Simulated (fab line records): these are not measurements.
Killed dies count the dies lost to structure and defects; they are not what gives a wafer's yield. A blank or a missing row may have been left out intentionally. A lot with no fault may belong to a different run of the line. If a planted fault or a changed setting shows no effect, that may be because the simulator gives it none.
Which tool is to blame? || flow nandHarc || 7 lots with 20 wafers sampled at 4 steps, on a route of 1302 steps

WHAT THE GAUGES READ, wafer by wafer
NHARC_A_ONON_D2_THK_MEAS_21: measures by ellipsometry.
{"lot": "L431", "measured": "day 13 03:53", "on": "filmMetro-02", "thkNm (nm)": "1006 1008 1005"}
{"lot": "L433", "measured": "day 14 11:07", "on": "filmMetro-01", "thkNm (nm)": "1006 1007 1007"}
{"lot": "L439", "measured": "day 16 17:54", "on": "filmMetro-01", "thkNm (nm)": "1002 700"}
{"lot": "L443", "measured": "day 17 15:55", "on": "filmMetro-02", "thkNm (nm)": "995 690 994"}
{"lot": "L449", "measured": "day 20 20:18", "on": "filmMetro-01", "thkNm (nm)": "991 988 990"}
{"lot": "L452", "measured": "day 21 17:41", "on": "filmMetro-02", "thkNm (nm)": "988 989 987"}
{"lot": "L453", "measured": "day 22 02:23", "on": "filmMetro-02", "thkNm (nm)": "994 993 994"}

WHAT TOOL EACH LOT RAN ON (gives the tool, then ch and the chambers of the sampled wafers, and finally the start)
{"lot": "L431", "NHARC_A_CHANNEL_FILL_D1_CMP_10": "cmp-02 ch 1,2, day 11 04:14", "NHARC_A_DECK1_JOINT_ETCHBACK_00": "rieSi-02 ch 0,3, day 11 15:20", "NHARC_A_ONON_D2_DEP_19": "pecvdOnon-02 ch 0, day 13 03:22"}
{"lot": "L433", "NHARC_A_CHANNEL_FILL_D1_CMP_10": "cmp-03 ch 1,2, day 12 01:46", "NHARC_A_DECK1_JOINT_ETCHBACK_00": "rieSi-06 ch 2,3, day 12 20:03", "NHARC_A_ONON_D2_DEP_19": "pecvdOnon-01 ch 0, day 14 10:40"}
{"lot": "L439", "NHARC_A_CHANNEL_FILL_D1_CMP_10": "cmp-03 ch 2,3, day 14 18:44", "NHARC_A_DECK1_JOINT_ETCHBACK_00": "rieSi-02 ch 2, day 15 05:50", "NHARC_A_ONON_D2_DEP_19": "pecvdOnon-03 ch 0, day 16 17:23"}
{"lot": "L443", "NHARC_A_CHANNEL_FILL_D1_CMP_10": "cmp-02 ch 2,3, day 15 22:51", "NHARC_A_DECK1_JOINT_ETCHBACK_00": "rieSi-04 ch 0,2,3, day 16 09:51", "NHARC_A_ONON_D2_DEP_19": "pecvdOnon-03 ch 0, day 17 15:28"}
{"lot": "L449", "NHARC_A_CHANNEL_FILL_D1_CMP_10": "cmp-03 ch 2,3, day 18 23:06", "NHARC_A_DECK1_JOINT_ETCHBACK_00": "rieSi-04 ch 0,1,3, day 19 11:55", "NHARC_A_ONON_D2_DEP_19": "pecvdOnon-01 ch 0, day 20 19:54"}
{"lot": "L452", "NHARC_A_CHANNEL_FILL_D1_CMP_10": "cmp-03 ch 0,1,2, day 19 18:57", "NHARC_A_DECK1_JOINT_ETCHBACK_00": "rieSi-06 ch 0,2, day 20 06:03", "NHARC_A_ONON_D2_DEP_19": "pecvdOnon-03 ch 0, day 21 17:11"}
{"lot": "L453", "NHARC_A_CHANNEL_FILL_D1_CMP_10": "cmp-03 ch 0,2,3, day 20 04:43", "NHARC_A_DECK1_JOINT_ETCHBACK_00": "rieSi-02 ch 0,2,3, day 20 15:41", "NHARC_A_ONON_D2_DEP_19": "pecvdOnon-01 ch 0, day 22 01:53"}
- NHARC_A_CHANNEL_FILL_D1_CMP_10: polishes, target thk 150 nm.
- NHARC_A_DECK1_JOINT_ETCHBACK_00: etches the open film in HBr, target depth 30 nm, time 17.4 s.
- NHARC_A_ONON_D2_DEP_19: target thk 1000 nm.

THE ANSWER, worked out from the rows above alone
Rule: what is usual is taken from the lots themselves. The widest of any qualifying gaps counts: lots, ordered by their means at a reading, are off when they make up no more than a third of the lots, leave a main group of 4 or more, and stand apart from it by 3 or more times the standard deviation of that group's means. If all means in a main group match to the digits the tables above print for the reading, that group is not used. Also off: a lot with no number at a reading for which 4 or more lots have one. The other lots that the step has rows for count as sound.
Off, at NHARC_A_ONON_D2_THK_MEAS_21 on thkNm: L439, L443. The main group: mean 997 nm, standard deviation 8.1.
If a tool, at a process step before that reading, ran all the lots that are off and no sound lot after the first of them, it fits. Gauges at NHARC_A_ONON_D2_THK_MEAS_21: tried the same way as those tools. Not one of the candidates tried fits.

WHAT THE SIMULATOR PUT IN
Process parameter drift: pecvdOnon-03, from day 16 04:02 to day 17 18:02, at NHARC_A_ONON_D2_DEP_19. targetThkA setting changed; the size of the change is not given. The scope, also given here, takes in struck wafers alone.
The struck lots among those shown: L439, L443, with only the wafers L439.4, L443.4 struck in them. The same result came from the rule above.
